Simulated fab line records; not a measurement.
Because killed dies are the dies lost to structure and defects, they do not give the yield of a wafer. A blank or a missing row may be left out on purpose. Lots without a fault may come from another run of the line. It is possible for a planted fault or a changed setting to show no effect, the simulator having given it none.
fab line records ; flow nandHarc
record: lots: 11; wafers: 32; lastDay: 26
route steps=1159 shown A_M1@1057 A_BONDPAD@1075 END@1159
lots that met no fault: from a run of the same line without faults
startH: start of the lot's first displayed wafer, in hours after the record's first day ; waitH: hours elapsed since this lot's preceding step ; " same as the row above ; L1.1+2: several wafers, shown together as one row ; - no value, or no start was given ; * or withheld: withheld ; < > ~ a bound
route shown NAME@n: names a module that has steps shown in the file, with the first one's number in the route ; usual: the fault-free wafers' mean and standard deviation ; same: alike in all rows ; chamber/n: place in a boat ; sites: each site's reading ; _std_site: the standard deviation of these ; _edge_site: mean of outer sites minus mean of inner sites ; radiusMm: how far each site lies from the wafer's centre ; mask NAME#n: copy n ; behind: the most recent tool/chamber to have shaped the wafer ; hold: the reason the lot was held/the length of the hold in hours/how it ended ; device: transistor that didn't switch, given as n, p or np ; end of line: the route-end tests of the same wafers ; for a step that has no rows: nothing shown but its recipe ; killed: at the first sort, the dies lost to defects and structure; wafer yield is something else ; map: a wafer's dies, x killed, . not, _ none there
set.NAME: setting as actually run; set.NAME@STEP: the setting as run at that earlier step ; model.NAME: the simulator's own value behind a step, which no gauge read
steps of the route over a sample of lots; a table a step, a row a wafer
services: when a tool's chamber went out of use (startH, in hours from the record's first day, below 0 if earlier), for how many hours, and the reason
== steps ==
step: NHARC_A_M1_PRE_CLEAN_32
recipe: timeS: 12; tempC: 370; rfPowerW: 300; gas: NH3
usual: heaterPowerW: 644/57; rfFwdPowerW: 292.6/0.79
lot.wafer;tool;chamber;startH;waitH;heaterPowerW;rfFwdPowerW
L397.1;pecvd-02;2;409.65;0.1;579;294.1
L397.3;pecvd-02;0;409.65;0.1;696;293.2
L397.6;pecvd-02;0;409.65;0.1;714;293.2
L395.3;pecvd-01;2;409.85;0.1;801;292.2
L395.1;pecvd-01;1;409.85;0.1;636;293.3
L395.6;pecvd-01;2;409.85;0.1;795;291.7
L396.3;pecvd-02;2;412.83;0.1;523;291.8
L396.4;pecvd-02;2;412.83;0.1;515;291.7
L396.5;pecvd-02;1;412.83;0.1;655;291.4
L399.1;pecvd-02;1;420.28;0.1;650;292.2
L399.3;pecvd-02;2;420.28;0.1;613;292.6
L399.5;pecvd-02;0;420.28;0.1;635;291.9
L398.3;pecvd-02;0;425.02;0.1;692;292.9
L398.5;pecvd-02;0;425.02;0.1;676;292.2
L398.6;pecvd-02;2;425.02;0.1;591;291.3
L400.3;pecvd-03;0;425.37;0.2;631;292.1
L400.2;pecvd-03;1;425.37;0.2;608;292.4
L400.4;pecvd-03;1;425.37;0.2;606;291.8
L401.1;pecvd-03;0;456.10;0.1;728;292.0
L401.4;pecvd-03;0;456.10;0.1;704;291.7
L401.5;pecvd-03;1;456.10;0.1;725;291.7
L403.3;pecvd-02;1;457.31;0.7;559;292.0
L403.6;pecvd-02;1;457.31;0.7;557;292.6
L403.5;pecvd-02;0;457.31;0.7;702;292.2
L406.3;pecvd-01;1;476.96;0.1;637;293.0
L406.4;pecvd-01;1;476.96;0.1;623;291.4
L406.6;pecvd-01;2;476.96;0.1;709;293.0
L410.2;pecvd-02;0;486.91;0.1;620;291.8
L410.5;pecvd-02;1;486.91;0.1;579;292.3
L418.2;pecvd-02;0;553.76;0.1;633;292.5
L418.1;pecvd-02;1;553.76;0.1;664;291.1
L418.6;pecvd-02;2;553.76;0.1;618;293.1
step: NHARC_A_BONDPAD_DESCUM_11
recipe: timeS: 3; o2FlowSccm: 200; arFlowSccm: 0; biasPowerW: 0; chemistry: O2
usual: drypumpMotorCurrentA: 5.8/0.31; oesProductAu: 1.007/0.011; rfVppV: 57.8/0.91; showerheadPlenumPTorr: 1.92/0.078; throttleValvePct: 11.311/0.0094
lot.wafer;tool;chamber;startH;waitH;drypumpMotorCurrentA;oesProductAu;rfHoursCounterH;rfVppV;showerheadPlenumPTorr;throttleValvePct
L397.1;rieDiel-03;2;411.75;-;5.7;1.030;1;58.1;1.80;11.325
L397.3;rieDiel-03;1;411.75;-;5.7;1.014;1;58.1;2.03;11.305
L397.6;rieDiel-03;3;411.75;-;5.6;0.992;-;58.4;1.94;11.289
L395.1;rieDiel-03;2;411.93;-;5.8;1.024;1;57.7;1.80;11.327
L395.3;rieDiel-03;3;411.93;-;5.5;0.995;0;59.0;1.94;11.313
L395.6;rieDiel-03;1;411.93;-;5.7;1.008;-;60.4;2.02;11.311
L396.4;rieDiel-03;3;414.90;-;5.6;1.004;1;57.8;1.94;11.314
L396.3;rieDiel-03;0;414.90;-;6.3;1.000;1;57.6;1.91;11.295
L396.5;rieDiel-03;3;414.90;-;5.6;0.989;-;57.4;1.94;11.315
L399.3;rieDiel-03;1;422.37;-;5.7;1.012;1;57.8;2.02;11.311
L399.1;rieDiel-03;3;422.37;-;5.6;1.013;1;57.2;1.93;11.320
L399.5;rieDiel-03;1;422.37;-;5.7;1.011;-;57.3;2.03;11.310
L398.3;rieDiel-03;0;427.19;-;6.3;1.003;1;59.1;1.91;11.323
L398.6;rieDiel-03;0;427.19;-;6.3;1.008;-;56.7;1.91;11.305
L398.5;rieDiel-03;1;427.19;-;5.7;1.019;-;59.4;2.03;11.303
L400.2;rieDiel-03;0;427.42;-;6.3;1.013;1;57.6;1.91;11.310
L400.3;rieDiel-03;1;427.42;-;5.7;1.014;1;58.4;2.02;11.316
L400.4;rieDiel-03;2;427.42;-;5.7;1.017;1;55.9;1.80;11.317
L401.1;rieDiel-03;1;458.38;-;5.7;1.009;2;59.2;2.02;11.326
L401.4;rieDiel-03;1;458.38;-;5.7;1.006;-;59.1;2.02;11.330
L401.5;rieDiel-03;3;458.38;-;5.5;0.992;-;57.8;1.93;11.306
L403.3;rieDiel-03;2;459.29;-;5.7;1.009;2;58.1;1.80;11.297
L403.5;rieDiel-03;3;459.29;-;5.6;0.997;-;58.8;1.93;11.316
L403.6;rieDiel-03;0;459.29;-;6.3;1.003;-;56.9;1.91;11.301
L406.4;rieDiel-03;3;478.91;-;5.6;1.019;3;57.6;1.93;11.330
L406.3;rieDiel-03;0;478.91;-;6.3;1.007;3;57.8;1.91;11.306
L406.6;rieDiel-03;2;478.91;-;5.8;1.014;-;56.5;1.80;11.303
L410.2;rieDiel-03;1;488.86;-;5.7;1.008;4;58.4;2.02;11.322
L410.5;rieDiel-03;0;488.86;-;6.3;1.007;-;57.5;1.91;11.320
L418.1;rieDiel-03;2;555.74;-;5.8;1.028;6;56.2;1.79;11.293
L418.2;rieDiel-03;3;555.74;-;5.5;1.003;7;58.3;1.93;11.309
L418.6;rieDiel-03;1;555.74;-;5.7;1.013;-;58.7;2.02;11.317
step: NHARC_A_BONDPAD_ETCH_12
recipe: targetDepthA: 2200; timeS: 110; chf3FlowSccm: 50; o2FlowSccm: 10; arFlowSccm: 200; rfW: 500; biasW: 200; chemistry: CHF3/O2
usual: drypumpMotorCurrentA: 5.84/0.3; oesProductAu: 0.963/0.021; rfFwdPowerW: 496.7/1.9; rfVppV: 370.6/2.3; runLengthS: 131.4/0.36; showerheadPlenumPTorr: 2.41/0.097; throttleValvePct: 20.573/0.0097
lot.wafer;tool;chamber;startH;waitH;drypumpMotorCurrentA;oesProductAu;rfFwdPowerW;rfHoursCounterH;rfVppV;runLengthS;showerheadPlenumPTorr;throttleValvePct
L397.1;rieDiel-03;1;411.98;-;5.71;1.000;495.0;1;375.2;131.9;2.54;20.586
L397.3;rieDiel-03;2;411.98;-;5.78;0.986;497.6;1;367.7;131.0;2.26;20.578
L397.6;rieDiel-03;1;411.98;-;5.71;0.994;499.1;-;375.1;131.6;2.54;20.578
L395.3;rieDiel-03;1;412.12;-;5.77;0.949;496.5;1;373.6;131.9;2.54;20.593
L395.1;rieDiel-03;2;412.12;-;5.75;0.992;497.3;1;368.1;131.1;2.26;20.579
L395.6;rieDiel-03;1;412.12;-;5.69;0.953;497.8;-;373.8;131.8;2.54;20.564
L396.4;rieDiel-03;3;415.09;-;5.53;0.966;498.3;1;371.1;131.3;2.43;20.556
L396.3;rieDiel-03;0;415.09;-;6.31;0.987;494.5;1;369.8;131.0;2.39;20.577
L396.5;rieDiel-03;2;415.09;-;5.77;0.987;498.2;-;367.1;131.3;2.26;20.543
L399.3;rieDiel-03;2;422.54;-;5.76;0.999;498.0;1;367.2;131.5;2.26;20.584
L399.1;rieDiel-03;1;422.54;-;5.69;0.974;497.3;1;373.2;131.8;2.54;20.559
L399.5;rieDiel-03;2;422.54;-;5.74;1.003;496.3;-;367.7;131.1;2.26;20.576
L398.3;rieDiel-03;0;427.39;-;6.30;0.946;491.9;1;371.6;131.6;2.39;20.576
L398.5;rieDiel-03;1;427.39;-;5.76;0.945;498.1;-;374.8;131.8;2.54;20.576
L398.6;rieDiel-03;2;427.39;-;5.76;0.956;499.3;-;366.8;131.4;2.26;20.584
L400.2;rieDiel-03;2;427.67;-;5.75;0.986;498.6;1;367.4;131.2;2.26;20.568
L400.3;rieDiel-03;3;427.67;-;5.57;0.961;494.5;1;370.6;131.1;2.43;20.583
L400.4;rieDiel-03;1;427.67;-;5.74;0.965;497.3;1;372.5;132.1;2.54;20.559
L401.1;rieDiel-03;1;458.59;-;5.71;0.968;495.7;2;372.8;131.7;2.53;20.589
L401.5;rieDiel-03;1;458.59;-;5.71;0.982;496.2;-;373.1;131.7;2.53;20.576
L401.4;rieDiel-03;0;458.59;-;6.29;0.928;495.3;-;371.5;130.9;2.39;20.568
L403.3;rieDiel-03;0;459.44;-;6.29;0.955;494.8;2;371.3;131.1;2.39;20.567
L403.5;rieDiel-03;0;459.44;-;6.33;0.956;494.1;-;370.8;131.4;2.39;20.573
L403.6;rieDiel-03;1;459.44;-;5.72;0.983;496.0;-;371.5;131.9;2.53;20.572
L406.4;rieDiel-03;3;479.08;-;5.57;0.926;499.2;3;370.1;131.6;2.43;20.572
L406.3;rieDiel-03;0;479.08;-;6.30;0.941;492.8;3;370.1;131.2;2.39;20.573
L406.6;rieDiel-03;0;479.08;-;6.28;0.929;492.9;-;370.6;131.4;2.39;20.576
L410.2;rieDiel-03;2;489.02;-;5.76;1.000;498.6;3;367.7;131.2;2.26;20.569
L410.5;rieDiel-03;3;489.02;-;5.56;0.961;-;-;370.7;116.6;2.43;20.561
L418.2;rieDiel-03;1;555.90;-;5.71;0.951;498.7;7;373.2;131.7;2.53;20.572
L418.1;rieDiel-03;2;555.90;-;5.76;0.991;498.1;6;366.8;131.0;2.26;20.562
L418.6;rieDiel-03;1;555.90;-;5.69;0.960;497.2;-;375.1;132.0;2.53;20.580
step: NHARC_A_BONDPAD_CD_MEAS_13
usual: cdNm: 499.4/2.3
lot.wafer;tool;chamber;startH;waitH;cdNm
L397.1;cdSem-01;-;412.11;-;498.8
L397.3;cdSem-01;-;412.11;-;496.1
L397.6;cdSem-01;-;412.11;-;500.7
L395.1;cdSem-01;-;412.25;-;498.6
L395.3;cdSem-01;-;412.25;-;501.3
L395.6;cdSem-01;-;412.25;-;501.6
L396.3;cdSem-03;-;415.21;-;500.2
L396.4;cdSem-03;-;415.21;-;502.0
L396.5;cdSem-03;-;415.21;-;501.5
L399.1;cdSem-01;-;422.68;-;501.1
L399.3;cdSem-01;-;422.68;-;496.4
L399.5;cdSem-01;-;422.68;-;498.5
L398.3;cdSem-02;-;427.51;-;498.8
L398.5;cdSem-02;-;427.51;-;497.8
L398.6;cdSem-02;-;427.51;-;501.1
L400.2;cdSem-03;-;427.81;-;495.1
L400.3;cdSem-03;-;427.81;-;504.2
L400.4;cdSem-03;-;427.81;-;499.8
L401.1;cdSem-02;-;458.75;-;497.2
L401.4;cdSem-02;-;458.75;-;498.5
L401.5;cdSem-02;-;458.75;-;501.7
L403.3;cdSem-03;-;459.58;-;499.3
L403.5;cdSem-03;-;459.58;-;495.3
L403.6;cdSem-03;-;459.58;-;502.6
L406.3;cdSem-02;-;479.22;-;503.1
L406.4;cdSem-02;-;479.22;-;501.5
L406.6;cdSem-02;-;479.22;-;498.8
L410.2;cdSem-02;-;489.16;-;497.7
L410.5;cdSem-02;-;489.16;-;498.9
L418.1;cdSem-02;-;556.04;-;500.9
L418.2;cdSem-02;-;556.04;-;497.4
L418.6;cdSem-02;-;556.04;-;499.4
step: NHARC_END_SORT_01
recipe: tempC: 25
usual: defectLimitedYield: 95.4/1.7; killedAtArray: 27/12; killedAtOther: 0.9/1.1; killedAtPeriphery: 3.2/2.4; killedDies: 31/12; killedOpen: 3.3/1.7; killedShort: 2.0/1.6; sort_bin_2_pct: 1.5/0.74; sort_bin_3_pct: 0.25/0.22; sort_bin_4_pct: 2.9/1.1; sortNPass: 646/12; sortRimYieldPct: 97.2/1.8; sortYieldPct: 95.4/1.7
same: grossDies: 677; sort_bin_5_pct[%]: 0; sort_bin_6_pct[%]: 0; sort_bin_7_pct[%]: 0; sort_bin_8_pct[%]: 0; sortRimNGross: 106.00
lot.wafer;tool;chamber;startH;waitH;defectLimitedYield[%];killedAtArray;killedAtOther;killedAtPeriphery;killedDies;killedOpen;killedShort;sort_bin_2_pct[%];sort_bin_3_pct[%];sort_bin_4_pct[%];sortNPass;sortRimYieldPct[%];sortYieldPct[%]
L410.2;prober-02;0;595.50;2.8;94.5;34;1;2;37;4;3;2.4;0.44;2.7;640;96.2;94.5
L410.5;prober-02;0;597.90;3.7;0.3;673;0;2;675;2;1;96.2;0.44;3.1;2;0;0.3
killed by level:class
L410.2 A_CHANNEL_HOLE_D1:chamberFilmFlake=23 A_CONTACT:geometricParticle:short=2 A_STAIRCASE:chamberFilmFlake=2 A_ONON_D1:geometricParticle:open=1 A_STAIRCASE:geometricParticle:open=1 A_WL_FILL:geometricParticle:short=1 A_CONTACT:geometricParticle:open=1 A_M0:geometricParticle:open=1
L410.5 A_BONDPAD:areaEtch=640 A_CHANNEL_HOLE_D1:chamberFilmFlake=21 A_CONTACT:chamberFilmFlake=5 A_STAIRCASE:chamberFilmFlake=3 P_GATE:geometricParticle:open=1 A_ONON_D1:geometricParticle:open=1 A_WL_FILL:geometricParticle:short=1 P_GATE:chamberFilmFlake=1
== services ==
tool;chamber;startH;hours;kind
pecvd-01;0;388.09;12.3;repair
pecvd-01;2;389.13;18.7;repair
pecvd-03;-;391.36;1.3;repair
rieDiel-03;-;392.32;9.0;pm
rieDiel-03;0;392.32;9.0;ventCycle
rieDiel-03;1;392.32;9.0;ventCycle
rieDiel-03;2;392.32;9.0;ventCycle
rieDiel-03;3;392.32;9.0;ventCycle
rieDiel-03;0;401.32;-;clean
rieDiel-03;1;401.32;-;clean
rieDiel-03;2;401.32;-;clean
rieDiel-03;3;401.32;-;clean
pecvd-01;2;412.07;6.6;repair
pecvd-01;-;418.40;13.0;pm
rieDiel-03;0;425.82;-;clean
rieDiel-03;1;425.82;-;clean
rieDiel-03;2;425.82;-;clean
rieDiel-03;3;425.82;-;clean
rieDiel-03;2;450.63;8.1;repair
rieDiel-03;0;451.54;5.3;repair
pecvd-03;-;473.23;13.0;pm
rieDiel-03;0;491.86;3.4;repair
pecvd-02;-;515.66;13.0;pm
rieDiel-03;0;538.78;4.1;repair
== key ==
firstSign: step: NHARC_A_BONDPAD_ETCH_12; reading: runLengthS; direction: down; sigmas: 41; usual: *; struck: *
effect: step: NHARC_END_SORT_01; reading: sort_bin_2_pct; direction: up; sigmas: 99+; usual: 1.5; struck: 96.2
moreKillsBornAt: NHARC_A_BONDPAD_ETCH_12@rieDiel-03: 640
metAt NHARC_A_BONDPAD_ETCH_12
struckLots L410
struckWafers L410.5
laterRowsLeftOut L410.5
notActingAt NHARC_A_M1_PRE_CLEAN_32,NHARC_A_BONDPAD_DESCUM_11,NHARC_A_BONDPAD_CD_MEAS_13
onsetBetween 479.08 489.02
fault: kind: processParameterDrift; tool: rieDiel-03; chamber: -; onsetH: 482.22; steps: NHARC_A_BONDPAD_ETCH_12; channel: timeS; offset: *; shape: step; endH: 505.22; scope: struckWafersOnly; actsIn: *; stated: *
laterRowsLeftOut: the simulator's readings of these wafers behind a module that went badly wrong aren't trusted and aren't shown, but for the sort
